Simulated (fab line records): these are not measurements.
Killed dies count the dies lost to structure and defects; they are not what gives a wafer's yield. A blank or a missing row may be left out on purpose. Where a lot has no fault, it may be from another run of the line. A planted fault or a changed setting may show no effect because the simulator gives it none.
Matching of chambers    flow nandHarc    cmp-04 running NHARC_P_STI_CMP_21: 4 sister chambers
The step polishes, t overpolish 20 s, target thk 380.67 nm. 8 wafers are shown with their chamber, then 9 later ones without.

== EACH WAFER AND ITS CHAMBER ==
wafer   chamber  motorCurrentA (A)  overpolishRunS (s)
L077.5  3        11.3               20.002
L081.3  3        10.9               19.997
L087.2  1        12.8               19.997
L087.3  0        12.0               19.981
L087.4  2        11.5               20.017
L088.1  2        11.5               19.988
L088.4  1        12.0               20.017
L088.5  0        12.1               20.006

== WAFERS WHOSE CHAMBER IS MISSING ==
wafer   motorCurrentA (A)  overpolishRunS (s)
L090.1  11.1               20.018
L090.3  12.8               19.994
L090.5  10.3               19.996
L091.2  11.6               19.991
L091.3  13.3               20.000
L091.4  10.7               20.004
L093.1  12.6               20.008
L093.5  11.3               19.989
L093.6  11.3               19.990

== WHICH CHAMBER EACH WENT THROUGH ==
wafer   from the rows above                in truth
L090.1  can't be placed: 3 or 2            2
L090.3  can't be placed: 1 or 0            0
L090.5  can't be placed: 3 or 2            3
L091.2  can't be placed: 2 or 0 or 3 or 1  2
L091.3  can't be placed: 1 or 0            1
L091.4  can't be placed: 3 or 2            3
L093.1  can't be placed: 1 or 0            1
L093.5  can't be placed: 3 or 2 or 0       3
L093.6  can't be placed: 3 or 2 or 0       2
Placed correctly: 0 of 9. Cannot be placed on the basis of these rows: 9; the candidates contain the true chamber in 9. Placed wrongly: 0.
How it was worked out, from the rows above alone: a wafer's distance from a chamber is the root of the sum, over the readings, of the square of ((its reading less the chamber's mean) divided by the reading's scatter). The wafer belongs to the nearest chamber; if the next one is less than 2 further off, it can't be placed. For every chamber, the mean is computed from those of its wafers that are shown. How the scatter is found: for the shown wafers, subtract from each reading the mean of its chamber, square and add these, divide the total by (wafers less chambers), then take the root.
